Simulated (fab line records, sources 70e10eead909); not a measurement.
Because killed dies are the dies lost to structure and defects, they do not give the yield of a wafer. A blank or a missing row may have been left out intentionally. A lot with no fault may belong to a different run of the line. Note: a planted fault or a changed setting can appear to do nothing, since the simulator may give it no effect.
Which of the tools did it? | flow nand_harc | 72 wafers from 24 lots sampled at 6 of the route's 1159 steps

WHAT THE GAUGES SHOWED, per wafer
NHARC_A_CONTACT_CD_MEAS_15. Usual: cd_nm reads 90.0 nm (standard deviation 0.55).
lot  | measured     | on        | cd_nm (nm)     | flag
L074 | day 16 11:04 | cd_sem-02 | 89.8 89.4 90.0 |
L075 | day 17 05:05 | cd_sem-02 | 90.4 89.9 90.8 |
L076 | day 17 10:52 | cd_sem-01 | 90.3 90.4 90.3 |
L077 | day 17 12:58 | cd_sem-03 | 89.4 89.0 90.8 |
L078 | day 17 17:31 | cd_sem-03 | 90.5 90.8 90.0 |
L082 | day 18 09:45 | cd_sem-02 | 89.0 89.2 90.2 |
L079 | day 18 15:36 | cd_sem-02 | 89.5 90.2 89.4 |
L080 | day 18 20:23 | cd_sem-01 | 90.5 90.9 89.7 |
L081 | day 19 00:59 | cd_sem-02 | 90.7 90.4 89.8 |
L085 | day 19 12:01 | cd_sem-02 | 89.6 89.6 90.2 |
L084 | day 19 12:49 | cd_sem-03 | 89.9 89.7 90.9 |
L087 | day 19 17:08 | cd_sem-01 | 90.4 89.6 90.5 |
L086 | day 19 17:36 | cd_sem-02 | 89.0 90.3 89.4 |
L083 | day 19 20:56 | cd_sem-03 | 89.5 91.1 90.3 |
L089 | day 20 09:29 | cd_sem-03 | 89.8 89.2 90.8 |
L088 | day 20 09:38 | cd_sem-02 | 89.0 89.0 89.9 |
L090 | day 21 03:55 | cd_sem-03 | 89.9 91.0 89.8 |
L092 | day 21 13:20 | cd_sem-01 | 90.0 89.6 90.3 |
L093 | day 21 13:39 | cd_sem-02 | 88.5 89.6 89.9 |
L094 | day 21 15:26 | cd_sem-03 | 90.2 90.1 89.5 |
L091 | day 21 18:44 | cd_sem-02 | 90.2 89.6 90.0 |
L096 | day 22 18:59 | cd_sem-03 | 89.6 89.4 89.4 |
L095 | day 22 20:53 | cd_sem-03 | 90.4 89.4 89.7 |
L097 | day 23 03:49 | cd_sem-01 | 89.9 89.6 90.0 |

NHARC_A_M0_INSPECT_11. Usual: raw_defect_count reads 31 (standard deviation 14).
lot  | measured     | on                | raw_defect_count | flag
L074 | day 17 00:03 | defect_inspect-02 | 38 34 33         |
L075 | day 17 18:13 | defect_inspect-01 | 31 20 23         |
L076 | day 18 00:13 | defect_inspect-01 | 26 25 24         |
L077 | day 18 01:19 | defect_inspect-02 | 25 23 23         |
L078 | day 18 03:40 | defect_inspect-02 | 11 10 18         |
L082 | day 18 22:22 | defect_inspect-02 | 29 26 36         |
L079 | day 19 02:01 | defect_inspect-02 | 17 19 28         |
L080 | day 19 03:48 | defect_inspect-02 | 40 40 33         |
L081 | day 19 16:10 | defect_inspect-01 | 45 30 38         |
L085 | day 19 19:58 | defect_inspect-02 | 43 34 47         |
L084 | day 19 20:23 | defect_inspect-01 | 14 9 8           |
L087 | day 20 00:44 | defect_inspect-02 | 52 57 47         |
L086 | day 20 01:19 | defect_inspect-02 | 13 15 14         |
L083 | day 20 04:25 | defect_inspect-02 | 32 26 20         |
L089 | day 20 19:44 | defect_inspect-01 | 64 63 58         |
L088 | day 20 20:32 | defect_inspect-01 | 13 11 12         |
L090 | day 21 23:36 | defect_inspect-01 | 40 51 43         |
L092 | day 22 00:03 | defect_inspect-01 | 19 30 18         |
L093 | day 22 00:28 | defect_inspect-02 | 50 63 66         |
L094 | day 22 01:32 | defect_inspect-01 | 27 22 26         |
L091 | day 22 11:46 | defect_inspect-01 | 29 28 34         |
L096 | day 23 02:13 | defect_inspect-02 | 34 50 41         |
L095 | day 23 04:49 | defect_inspect-01 | 21 21 27         |
L097 | day 23 16:40 | defect_inspect-02 | 47 40 44         |

WHICH TOOL RAN EACH LOT (tool, then ch and the chambers of the sampled wafers, then the start)
lot  | NHARC_A_CONTACT_ETCH_89                       | NHARC_A_CONTACT_ETCH_136             | NHARC_A_BLC_ETCH_18                           | NHARC_A_BLC_PVD_32
L074 | rie_diel-03 ch 0,2,3, day 16 10:05 or earlier | har_cap_etch-02 ch 0,1, day 16 10:05 | rie_diel-09 ch 0,2, day 17 00:03 or earlier   | pvd_sputter-03, day 17 00:03 or earlier
L075 | rie_diel-03 ch 0,2,3, day 17 04:01 or earlier | har_cap_etch-01 ch 0,1, day 17 04:01 | rie_diel-06 ch 0,1,3, day 17 18:13 or earlier | pvd_sputter-01, day 17 18:13 or earlier
L076 | rie_diel-10 ch 0,1,3, day 17 09:40 or earlier | har_cap_etch-03 ch 0, day 17 09:40   | rie_diel-09 ch 0,2,3, day 18 00:13 or earlier | pvd_sputter-03, day 18 00:13 or earlier
L077 | rie_diel-10 ch 0,1,2, day 17 11:58 or earlier | har_cap_etch-02 ch 0,1, day 17 11:58 | rie_diel-06 ch 0,2,3, day 18 01:19 or earlier | pvd_sputter-01, day 18 01:19 or earlier
L078 | rie_diel-10 ch 0,1,3, day 17 16:32 or earlier | har_cap_etch-01 ch 0,1, day 17 16:32 | rie_diel-09 ch 0,2, day 18 03:40 or earlier   | pvd_sputter-03, day 18 03:40 or earlier
L082 | rie_diel-10 ch 0,1, day 18 08:31 or earlier   | har_cap_etch-01 ch 0,1, day 18 08:31 | rie_diel-02 ch 0,1,3, day 18 22:22 or earlier | pvd_sputter-01, day 18 22:22 or earlier
L079 | rie_diel-03 ch 0,1,2, day 18 14:39 or earlier | har_cap_etch-01 ch 0,1, day 18 14:39 | rie_diel-09 ch 0,2,3, day 19 02:01 or earlier | pvd_sputter-03, day 19 02:01 or earlier
L080 | rie_diel-12 ch 1,3, day 18 19:23 or earlier   | har_cap_etch-01 ch 0,1, day 18 19:23 | rie_diel-02 ch 0,1,3, day 19 03:48 or earlier | pvd_sputter-01, day 19 03:48 or earlier
L081 | rie_diel-10 ch 2,3, day 18 23:56 or earlier   | har_cap_etch-01 ch 0,1, day 18 23:56 | rie_diel-06 ch 0,1,2, day 19 16:10 or earlier | pvd_sputter-01, day 19 16:10 or earlier
L085 | rie_diel-10 ch 2,3, day 19 10:59 or earlier   | har_cap_etch-03 ch 0,1, day 19 10:59 | rie_diel-06 ch 1,2,3, day 19 19:58 or earlier | pvd_sputter-03, day 19 19:58 or earlier
L084 | rie_diel-10 ch 0,1,3, day 19 11:50 or earlier | har_cap_etch-01 ch 0,1, day 19 11:50 | rie_diel-02 ch 0,1,2, day 19 20:23 or earlier | pvd_sputter-01, day 19 20:23 or earlier
L087 | rie_diel-12 ch 1,2,3, day 19 16:09 or earlier | har_cap_etch-03 ch 0,1, day 19 16:09 | rie_diel-09 ch 0,3, day 20 00:44 or earlier   | pvd_sputter-03, day 20 00:44 or earlier
L086 | rie_diel-03 ch 1,3, day 19 16:34 or earlier   | har_cap_etch-01 ch 0,1, day 19 16:34 | rie_diel-06 ch 0,3, day 20 01:19 or earlier   | pvd_sputter-03, day 20 01:19 or earlier
L083 | rie_diel-12 ch 1,2, day 19 19:59 or earlier   | har_cap_etch-01 ch 0,1, day 19 19:59 | rie_diel-06 ch 0,3, day 20 04:25 or earlier   | pvd_sputter-03, day 20 04:25 or earlier
L089 | rie_diel-12 ch 0,2,3, day 20 08:31 or earlier | har_cap_etch-01 ch 0,1, day 20 08:31 | rie_diel-09 ch 1,2,3, day 20 19:44 or earlier | pvd_sputter-01, day 20 19:44 or earlier
L088 | rie_diel-10 ch 0,2,3, day 20 08:38 or earlier | har_cap_etch-02 ch 0,1, day 20 08:38 | rie_diel-06 ch 1,2,3, day 20 20:32 or earlier | pvd_sputter-03, day 20 20:32 or earlier
L090 | rie_diel-03 ch 0,3, day 21 02:59 or earlier   | har_cap_etch-01 ch 0,1, day 21 02:59 | rie_diel-06 ch 0,1, day 21 23:36 or earlier   | pvd_sputter-01, day 21 23:36 or earlier
L092 | rie_diel-12 ch 0,2,3, day 21 12:22 or earlier | har_cap_etch-02 ch 0,1, day 21 12:22 | rie_diel-09 ch 1,2,3, day 22 00:03 or earlier | pvd_sputter-01, day 22 00:03 or earlier
L093 | rie_diel-03 ch 0,1,3, day 21 12:40 or earlier | har_cap_etch-01 ch 0,1, day 21 12:40 | rie_diel-06 ch 0,2,3, day 22 00:28 or earlier | pvd_sputter-03, day 22 00:28 or earlier
L094 | rie_diel-12 ch 0,1,2, day 21 14:25 or earlier | har_cap_etch-03 ch 0,1, day 21 14:25 | rie_diel-06 ch 0,1,2, day 22 01:32 or earlier | pvd_sputter-01, day 22 01:32 or earlier
L091 | rie_diel-10 ch 0,2,3, day 21 17:44 or earlier | har_cap_etch-02 ch 0,1, day 21 17:44 | rie_diel-06 ch 0,1,2, day 22 11:46 or earlier | pvd_sputter-01, day 22 11:46 or earlier
L096 | rie_diel-12 ch 0,2,3, day 22 17:50 or earlier | har_cap_etch-02 ch 0,1, day 22 17:50 | rie_diel-09 ch 2,3, day 23 02:13 or earlier   | pvd_sputter-03, day 23 02:13 or earlier
L095 | rie_diel-10 ch 0,1,2, day 22 19:56 or earlier | har_cap_etch-01 ch 0,1, day 22 19:56 | rie_diel-06 ch 1,2, day 23 04:49 or earlier   | pvd_sputter-02, day 23 04:49 or earlier
L097 | rie_diel-10 ch 1,2, day 23 02:50 or earlier   | har_cap_etch-01 ch 0, day 23 02:50   | rie_diel-06 ch 0,1,2, day 23 16:40 or earlier | pvd_sputter-03, day 23 16:40 or earlier
- NHARC_A_CONTACT_ETCH_89: etches the open film in N2/H2, target depth 260 nm, time 475.3 s.
- NHARC_A_CONTACT_ETCH_136: etches the open film in C4F8/O2/Ar, time 132 s, target depth 1287 nm.
- NHARC_A_BLC_ETCH_18: etches the open film in C4F8/O2/Ar, target depth 910 nm.
- NHARC_A_BLC_PVD_32: deposits Ti, target thk 5 nm, time 17.7 s.

AS READ BY THE TOOLS THEMSELVES (means over the sampled wafers that have a number; for cases with no such wafer, the mark the record gives instead)
NHARC_A_CONTACT_ETCH_89. Usual: drypump_motor_current_A 5.6 A, standard deviation 0.52; oes_product_au 1.006 a.u., standard deviation 0.013; rf_fwd_power_W 399.4 W, standard deviation 1.3; rf_vpp_V 429.7 V, standard deviation 2.3; showerhead_plenum_p_Torr 2.00 Torr, standard deviation 0.076; throttle_valve_pct 14.172 %, standard deviation 0.009.
lot  | tool        | drypump_motor_current_A (A) | oes_product_au (a.u.) | rf_fwd_power_W (W) | rf_vpp_V (V) | showerhead_plenum_p_Torr (Torr) | throttle_valve_pct (%) | flag
L074 | rie_diel-03 | 5.4                         | 1.014                 | 398.3              | 431.2        | 2.04                            | 14.170                 |
L075 | rie_diel-03 | 5.5                         | 1.010                 | 400.5              | 430.4        | 2.03                            | 14.173                 |
L076 | rie_diel-10 | 5.9                         | 1.005                 | 398.9              | 429.4        | 2.00                            | 14.170                 |
L077 | rie_diel-10 | 5.8                         | 1.020                 | 399.4              | 429.3        | 1.99                            | 14.180                 |
L078 | rie_diel-10 | 5.8                         | 1.014                 | 399.1              | 429.7        | 2.00                            | 14.175                 |
L082 | rie_diel-10 | 6.3                         | 1.025                 | 399.2              | 430.0        | 2.03                            | 14.173                 |
L079 | rie_diel-03 | 5.1                         | 1.002                 | 398.8              | 431.7        | 2.06                            | 14.168                 |
L080 | rie_diel-12 | 5.7                         | 1.007                 | 399.2              | 428.7        | 1.99                            | 14.177                 |
L081 | rie_diel-10 | 5.5                         | 0.999                 | 399.3              | 426.5        | 1.91                            | 14.177                 |
L085 | rie_diel-10 | 5.4                         | 1.016                 | 400.4              | 426.2        | 1.89                            | 14.171                 |
L084 | rie_diel-10 | 5.8                         | 1.005                 | 401.0              | 430.1        | 2.00                            | 14.173                 |
L087 | rie_diel-12 | 5.8                         | 1.010                 | 399.7              | 430.6        | 2.04                            | 14.163                 |
L086 | rie_diel-03 | 5.3                         | 1.006                 | 400.1              | 431.1        | 2.04                            | 14.157                 |
L083 | rie_diel-12 | 6.0                         | 0.999                 | 401.2              | 429.7        | 2.00                            | 14.175                 |
L089 | rie_diel-12 | 5.7                         | 1.000                 | 399.6              | 432.0        | 2.09                            | 14.177                 |
L088 | rie_diel-10 | 5.4                         | 1.011                 | 399.1              | 428.4        | 1.96                            | 14.182                 |
L090 | rie_diel-03 | 5.8                         | 0.996                 | 398.6              | 429.0        | 1.99                            | 14.170                 |
L092 | rie_diel-12 | 5.7                         | 0.996                 | 399.4              | 431.5        | 2.08                            | 14.172                 |
L093 | rie_diel-03 | 5.4                         | 0.998                 | 399.7              | 428.9        | 2.02                            | 14.165                 |
L094 | rie_diel-12 | 5.9                         | 0.996                 | 399.1              | 431.1        | 2.04                            | 14.181                 |
L091 | rie_diel-10 | 5.4                         | 1.015                 | 399.4              | 428.1        | 1.96                            | 14.164                 |
L096 | rie_diel-12 | 5.7                         | 0.993                 | 398.7              | 432.1        | 2.08                            | 14.175                 |
L095 | rie_diel-10 | 5.8                         | 1.018                 | 399.7              | 428.8        | 1.98                            | 14.165                 |
L097 | rie_diel-10 | 5.8                         | 1.022                 | 399.5              | 427.1        | 1.91                            | 14.162                 |

NHARC_A_BLC_ETCH_18. Usual: oes_product_au 0.951 a.u., standard deviation 0.024; rf_fwd_power_W 599.1 W, standard deviation 1.9; rf_vpp_V 976 V, standard deviation 4.3.
lot  | tool        | oes_product_au (a.u.) | rf_fwd_power_W (W) | rf_vpp_V (V) | flag
L074 | rie_diel-09 | 0.923                 | 600.1              | 974          |
L075 | rie_diel-06 | 0.923                 | 599.9              | 978          |
L076 | rie_diel-09 | 0.913                 | 599.3              | 974          |
L077 | rie_diel-06 | 0.925                 | 597.6              | 977          |
L078 | rie_diel-09 | 0.953                 | 598.8              | 973          |
L082 | rie_diel-02 | 0.930                 | 599.4              | 971          |
L079 | rie_diel-09 | 0.959                 | 598.1              | 974          |
L080 | rie_diel-02 | 0.937                 | 600.3              | 971          |
L081 | rie_diel-06 | 0.971                 | 597.6              | 980          |
L085 | rie_diel-06 | 0.965                 | 598.8              | 976          |
L084 | rie_diel-02 | 0.974                 | 602.3              | 971          |
L087 | rie_diel-09 | 0.950                 | 598.8              | 973          |
L086 | rie_diel-06 | 0.933                 | 600.2              | 974          |
L083 | rie_diel-06 | 0.980                 | 601.0              | 977          |
L089 | rie_diel-09 | 0.958                 | 599.4              | 977          |
L088 | rie_diel-06 | 0.964                 | 599.2              | 976          |
L090 | rie_diel-06 | 0.964                 | 596.3              | 982          |
L092 | rie_diel-09 | 0.953                 | 600.2              | 976          |
L093 | rie_diel-06 | 0.977                 | 600.1              | 976          |
L094 | rie_diel-06 | 0.938                 | 599.8              | 979          |
L091 | rie_diel-06 | 0.974                 | 600.9              | 980          |
L096 | rie_diel-09 | 0.947                 | 600.8              | 975          |
L095 | rie_diel-06 | 0.927                 | 598.9              | 980          |
L097 | rie_diel-06 | 0.982                 | 598.2              | 980          |

NHARC_A_BLC_PVD_32. Usual: cathode_dc_power_W 4999.9 W, standard deviation 0.92; substrate_temp_c 200.00 C, standard deviation 0.17; throttle_valve_pct 30.1 %, standard deviation 0.51.
lot  | tool           | cathode_dc_power_W (W) | substrate_temp_c (C) | throttle_valve_pct (%) | flag
L074 | pvd_sputter-03 | 4999.8                 | 199.96               | 30.4                   |
L075 | pvd_sputter-01 | 5000.6                 | 200.06               | 30.1                   |
L076 | pvd_sputter-03 | 5000.1                 | 200.14               | 30.6                   |
L077 | pvd_sputter-01 | 4999.8                 | 199.87               | 29.9                   |
L078 | pvd_sputter-03 | 4999.6                 | 199.88               | 30.2                   |
L082 | pvd_sputter-01 | 5000.5                 | 199.96               | 30.1                   |
L079 | pvd_sputter-03 | 4999.7                 | 199.88               | 30.7                   |
L080 | pvd_sputter-01 | 4999.0                 | 199.90               | 29.6                   |
L081 | pvd_sputter-01 | 5000.7                 | 199.96               | 30.2                   |
L085 | pvd_sputter-03 | 5000.0                 | 200.00               | 29.8                   |
L084 | pvd_sputter-01 | 5000.3                 | 199.95               | 30.3                   |
L087 | pvd_sputter-03 | 4999.3                 | 200.00               | 29.9                   |
L086 | pvd_sputter-03 | 4999.9                 | 199.91               | 29.9                   |
L083 | pvd_sputter-03 | 4999.9                 | 199.92               | 30.6                   |
L089 | pvd_sputter-01 | 5000.5                 | 200.04               | 30.0                   |
L088 | pvd_sputter-03 | 4999.7                 | 199.94               | 30.4                   |
L090 | pvd_sputter-01 | 5000.1                 | 200.06               | 30.0                   |
L092 | pvd_sputter-01 | 4999.9                 | 199.99               | 30.1                   |
L093 | pvd_sputter-03 | 5000.2                 | 200.24               | 30.4                   |
L094 | pvd_sputter-01 | 4999.3                 | 200.07               | 29.7                   |
L091 | pvd_sputter-01 | 5000.4                 | 200.08               | 29.7                   |
L096 | pvd_sputter-03 | 5000.0                 | 199.80               | 29.5                   |
L095 | pvd_sputter-02 | 5000.2                 | 199.91               | 30.0                   |
L097 | pvd_sputter-03 | 5000.5                 | 200.07               | 29.9                   |

THE ANSWER, worked out from the rows above alone
Rule: a lot is off if the mean of its wafers that have a number lies more than 3 standard deviations from the usual mean. A lot without any number at a reading at which 4 lots or more have one is off too. Where the step has rows for the other lots, those lots are counted as sound. The gauges are gone through in route order, then the tools' own readings, and for those a lot's mean is taken as printed above. The first step at which some lot is off is used, and at that step the reading that is off furthest; a lot without a number counts as furthest.
None of the lots is off at any reading shown; this tells nothing.

WHAT WAS PUT IN BY THE SIMULATOR
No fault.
